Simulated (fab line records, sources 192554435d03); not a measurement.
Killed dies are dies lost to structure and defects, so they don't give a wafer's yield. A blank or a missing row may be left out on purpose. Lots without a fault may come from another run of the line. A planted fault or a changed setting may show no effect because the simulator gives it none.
A struck lot beside a sound one | flow n5_finfet | 28 steps out of a route of 1938
Sound: wafers L127.1, L127.5, L127.6. Struck: wafers L124.2, L124.4. (L124.3 of the same lot was not struck and is left out.) The cause comes at the end.
At each step with rows: each side's tool, then ch and its chambers, then its first start. Under that, the readings that differ: sound wafers | struck wafers | difference of the means | sigmas: that difference in standard deviations of wafers without a fault.
alike: readings whose means differ by less than 2 such deviations, and words and numbers that are the same on both sides. not compared: withheld readings, readings that some wafer has no value for, bounds like >300 that may hide the same value, and numbers for which the record gives no deviation and whose values overlap.
The two part at a step that has a row with sigmas, a row that says differs or no value, or rows on one side only. Numbers that don't overlap but have no deviation are shown without sigmas and don't part them. A reading that every wafer of one side lacks parts them only if that side has two wafers or more.

first, 9 steps without rows for these wafers: N5_BEOL_M0_SAQP_EXPOSE_37 (exposes mask M0 CUT1, target cd 30 nm); N5_BEOL_M0_SAQP_PEB_38 (peb time 60 s); N5_BEOL_M0_SAQP_DEVELOP_39 (develop time 30 s); N5_BEOL_M0_SAQP_DESCUM_45 (chemistry O2, time 7 s); N5_BEOL_M0_SAQP_ETCH_88 (etches underlayer in N2/H2, target depth 6.5 nm, time 5.2 s); N5_BEOL_M0_SAQP_ETCH_73 (etches SiARC in CF4, target depth 19.5 nm, time 32.5 s); N5_BEOL_M0_SAQP_CUT_ETCH_46 (etches SOC in N2/H2, target depth 135 nm, overetch 27 nm, time 202.5 s); N5_BEOL_M0_SAQP_STRIP_74 (strips in N2/H2); N5_BEOL_M0_SAQP_STRIP_89 (strips in N2/H2).
N5_BEOL_M0_SAQP_ALD_48: deposits SiO2, target thk 20 nm, pulse time 1 s, co reactant pulse time 1 s.
  sound on ald_sin-03 ch 0,2,3, day 11 03:08; struck on ald_sin-01 ch 0,1, day 10 11:56
  reading                                       | sound       | struck    | difference | sigmas
  ald_cycles                                    | 139 139 139 | 218 218   | +79        |
  model.SiO2_of_BEOL_M0_SAQP_ALD_48.thk_nm (nm) | 20.2 20 20  | 31.4 31.2 | +11.2      |
  alike: heater_power_w, precursor_pulse_height_rel
then, 15 steps without rows for these wafers: N5_BEOL_M0_SAQP_ETCH_49 (etches SiO2 in CF4/O2, target depth 37 nm); N5_BEOL_M0_SAQP_STRIP_75 (strips in CF4); N5_BEOL_M0_CUTY_COAT_50 (time 60 s, resist thk 15 nm); N5_BEOL_M0_CUTY_COAT_51 (resist thk 150 nm); N5_BEOL_M0_CUTY_EBR_52; N5_BEOL_M0_CUTY_SOFTBAKE_53 (time 60 s); N5_BEOL_M0_CUTY_EXPOSE_54 (exposes mask M0 ABLK); N5_BEOL_M0_CUTY_PEB_55 (peb time 60 s); N5_BEOL_M0_CUTY_DEVELOP_56 (develop time 30 s); N5_BEOL_M0_CUTY_DESCUM_61 (chemistry O2, time 7.9 s); N5_BEOL_M0_CUTY_ETCH_62 (etches SiARC in CF4, time 58.5 s); N5_BEOL_M0_CUTY_ETCH_63 (etches SOC in N2/H2, target depth 82.7 nm, overetch 16.5 nm, time 124 s); N5_BEOL_M0_CUTY_STRIP_64 (strips in N2/H2); N5_BEOL_M0_ETCH_138 (etches SiCN in CH3F/O2, target depth 12 nm, time 31.6 s); N5_BEOL_M0_HM_OPEN_105 (chemistry Cl2/BCl3, target TiN, target depth 12 nm).
N5_BEOL_M0_STRIP_140: strips in CF4.
  sound on rie_diel-06 ch 0,2, day 11 05:43; struck on rie_diel-06 ch 1,2, day 10 14:31
  reading                                       | sound             | struck      | difference | sigmas
  throttle_valve_pct (%)                        | 13.19 13.17 13.83 | 13.83 14.02 | +0.53      | +2
  model.SiO2_of_BEOL_M0_SAQP_ALD_48.thk_nm (nm) | 11.2 11.6 11.6    | 18.8 18.4   | +7.1       |
  alike: drypump_motor_current_A, oes_product_au, rf_vpp_V, showerhead_plenum_p_Torr
  not compared: rf_hours_counter_h
then, 1 step without rows for these wafers: N5_BEOL_M0_STRIP_104 (strips in N2/H2).
N5_BEOL_M4_RC_MEAS_101:
  sound on prober-01 ch 0, day 13 07:30; struck on prober-01 ch 0, day 12 05:05
  reading       | sound          | struck    | difference | sigmas
  SS_P (mV/dec) | 71.8 73.5 72.1 | 75.1 73.7 | +1.9       | +3
  alike: DIBL_N, DIBL_P, IOFF_N, IOFF_P, ION_N, ION_P, SS_N, VT_N, VT_P

WHERE THEY PART
First at N5_BEOL_M0_STRIP_140; last, within this record, at N5_BEOL_M4_RC_MEAS_101.

WHY: what the simulator had put in
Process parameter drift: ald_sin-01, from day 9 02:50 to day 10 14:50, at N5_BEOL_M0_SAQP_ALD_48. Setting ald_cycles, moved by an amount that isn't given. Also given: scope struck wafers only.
